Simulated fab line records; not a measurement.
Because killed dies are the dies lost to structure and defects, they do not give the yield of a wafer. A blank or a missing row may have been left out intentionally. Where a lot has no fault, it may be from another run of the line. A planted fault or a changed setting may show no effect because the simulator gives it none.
Matching of chambers	flow nand harc	rie diel-09 running NHARC_A_CHANNEL_FILL_D1_ETCHBACK_20: 4 sister chambers
The step etches the open film in C4F8/O2/Ar, target depth 27 nm, time 13.5 s. 24 wafers are shown with their chamber, then 12 later ones without.

WAFERS PAIRED WITH THEIR CHAMBERS
wafer	chamber	rf vpp V (V)	oes product au (a.u.)
L074.1	0	976	0.92
L074.2	1	981	0.92
L074.5	0	975	0.92
L077.2	0	975	0.91
L077.3	1	983	0.91
L077.5	0	974	0.90
L078.2	3	973	1.00
L078.3	0	975	0.99
L078.5	0	976	0.99
L081.2	0	974	1.00
L081.3	2	988	1.01
L081.4	1	983	0.99
L081.1	3	974	1.01
L081.5	1	984	1.00
L081.6	2	987	1.01
L083.1	2	989	1.00
L083.3	0	975	0.99
L083.4	2	988	1.00
L087.4	3	973	1.01
L087.5	1	981	1.02
L087.6	0	976	0.98
L088.1	1	984	0.93
L088.3	0	974	0.92
L088.5	0	978	0.92

SIGNATURES, as means of the wafers listed above
reading	chamber 0	chamber 1	chamber 2	chamber 3	scatter within a chamber
rf vpp V	975.27	982.67	988.00	973.33	1.14
oes product au	0.9491	0.9617	1.0050	1.0067	0.0368
Rule: for each reading, subtract the chamber's mean from the wafer's reading, divide by that reading's scatter and square the result; add these up over the readings and take the root, which gives the wafer's distance from the chamber. The wafer belongs to the nearest chamber; if the next one is less than 2 further off, it can't be placed. The scatter: take each reading less its chamber's mean, square it, sum over the shown wafers, divide by the number of wafers less the number of chambers, and take the root.

WAFERS WITHOUT THEIR CHAMBER
wafer	rf vpp V (V)	oes product au (a.u.)
L088.2	987	0.93
L088.4	972	0.93
L088.6	983	0.93
L090.1	974	1.00
L090.3	987	1.01
L090.4	982	1.00
L093.2	972	1.00
L093.4	988	0.99
L093.5	987	0.99
L097.3	987	0.99
L097.5	972	0.99
L097.6	976	1.00

CHAMBER TAKEN BY EACH
wafer	from the rows above	in truth
L088.2	can't be placed: 2 or 1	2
L088.4	can't be placed: 3 or 0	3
L088.6	1	1
L090.1	can't be placed: 3 or 0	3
L090.3	2	2
L090.4	1	1
L093.2	can't be placed: 3 or 0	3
L093.4	2	2
L093.5	2	2
L097.3	2	2
L097.5	can't be placed: 3 or 0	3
L097.6	can't be placed: 0 or 3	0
Placed correctly: 6 of 12. Unplaceable from these rows: 6, with the true chamber sitting among the candidates in 6. 0 placed wrongly.
